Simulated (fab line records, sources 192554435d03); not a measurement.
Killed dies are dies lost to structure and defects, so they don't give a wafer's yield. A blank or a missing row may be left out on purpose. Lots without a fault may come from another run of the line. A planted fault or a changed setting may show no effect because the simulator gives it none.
Split-lot experiment | flow n5_finfet | 7 lots, 21 wafers read, on a route of 1938 steps

THE SPLIT
At N5_BEOL_M13_COAT_58 (time 60 s, resist thk 89 nm), the setting spin_rpm was moved away from the recipe's 1500 rpm on 6 of the 21 wafers read, by -7.7% to +7.5%. The other wafers ran this setting at the recipe's value.

FROM THE SPLIT TO THE READING: what the file shows between them, 3 steps
- N5_BEOL_M13_COAT_04: resist thk 400 nm
- N5_BEOL_M13_EBR_06
- N5_BEOL_M13_DESCUM_15: chemistry O2, time 7.9 s

THE READING
etch.depth_nm (the simulator's own value, which no gauge read), in nm, at N5_BEOL_M13_ETCH_59 (etches BARC in N2/H2, target depth 89 nm, overetch 26.7 nm, time 67.9 s). The file gives no usual value for it. The 15 wafers here that ran the recipe average 89.16 nm, standard deviation 0.35 nm.

wafer  | tool, chamber at the split | spin_rpm as run, rpm | against the recipe | etch.depth_nm, nm | against lot-mates on the recipe
L076.2 | litho_track-05, 0          | 1500                 | recipe             | 88.78             | -
L076.3 | litho_track-05, 0          | 1500                 | recipe             | 88.93             | -
L076.4 | litho_track-05, 0          | 1500                 | recipe             | 89.29             | -
L074.3 | litho_track-02, 0          | 1385                 | -7.7%              | 93.19             | +3.82
L074.5 | litho_track-02, 0          | 1385                 | -7.7%              | 93.02             | +3.65
L074.6 | litho_track-02, 0          | 1500                 | recipe             | 89.37             | -
L079.1 | litho_track-04, 0          | 1500                 | recipe             | 89.19             | -
L079.4 | litho_track-04, 0          | 1500                 | recipe             | 89.07             | -
L079.6 | litho_track-04, 0          | 1500                 | recipe             | 89.25             | -
L083.1 | litho_track-04, 0          | 1500                 | recipe             | 88.83             | -
L083.5 | litho_track-04, 0          | 1500                 | recipe             | 88.87             | -
L083.6 | litho_track-04, 0          | 1612                 | +7.5%              | 85.73             | -3.12
L092.2 | litho_track-02, 0          | 1500                 | recipe             | 89.37             | -
L092.5 | litho_track-02, 0          | 1500                 | recipe             | 89.52             | -
L092.6 | litho_track-02, 0          | 1500                 | recipe             | 89.38             | -
L088.1 | litho_track-05, 0          | 1418                 | -5.5%              | 90.62             | +2.31
L088.3 | litho_track-05, 0          | 1418                 | -5.5%              | 90.54             | +2.23
L088.5 | litho_track-05, 0          | 1500                 | recipe             | 88.31             | -
L095.1 | litho_track-04, 0          | 1500                 | recipe             | 89.53             | -
L095.4 | litho_track-04, 0          | 1500                 | recipe             | 89.68             | -
L095.5 | litho_track-04, 0          | 1553                 | +3.5%              | 87.54             | -2.06

THE FIT
A straight line over all 21 wafers: etch.depth_nm changes by -0.44 nm for each +1% of spin_rpm; r = -0.95; the points scatter about the line by 0.48 nm.
The same after taking each lot's own level away (the mean of its wafers on the recipe; 21 wafers): -0.459 nm for each +1%; r = -0.99; scatter 0.19 nm.
On that fit, the largest move of spin_rpm shifts the reading by 3.5 nm.
The lots' own levels span 88.310 to 89.605 nm, that is 3.7 times the standard deviation above.
So the lot-to-lot level changes the slope little: the two slopes agree.
Check: with one of the wafers moved furthest among these (-7.7%) left out of the fit, the line predicts +3.41 nm for it against its lot-mates. It came out at +3.82 nm against them.

THE WHOLE CHAIN: every reading that the file lists as answering this split, in the file's order
step                 | what it does                                                            | reading                                                                          | change (the file's fit)               | r (the file's)
N5_BEOL_M13_COAT_58  | time 60 s, resist thk 89 nm                                             | BARC_of_BEOL_M13_COAT_58.thk_nm (the simulator's own value, which no gauge read) | -0.445 nm for each +1% of the setting | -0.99
N5_BEOL_M13_ETCH_59  | etches BARC in N2/H2, target depth 89 nm, overetch 26.7 nm, time 67.9 s | etch.depth_nm (the simulator's own value, which no gauge read)                   | -0.456 nm for each +1% of the setting | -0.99
N5_BEOL_M13_STRIP_64 | strips in N2/H2                                                         | strip_time_to_endpoint_s                                                         | withheld for each +1% of the setting  | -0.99

THE FILE'S OWN FIT
etch.depth_nm changes by -0.456 nm for each +1% of spin_rpm, r = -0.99.
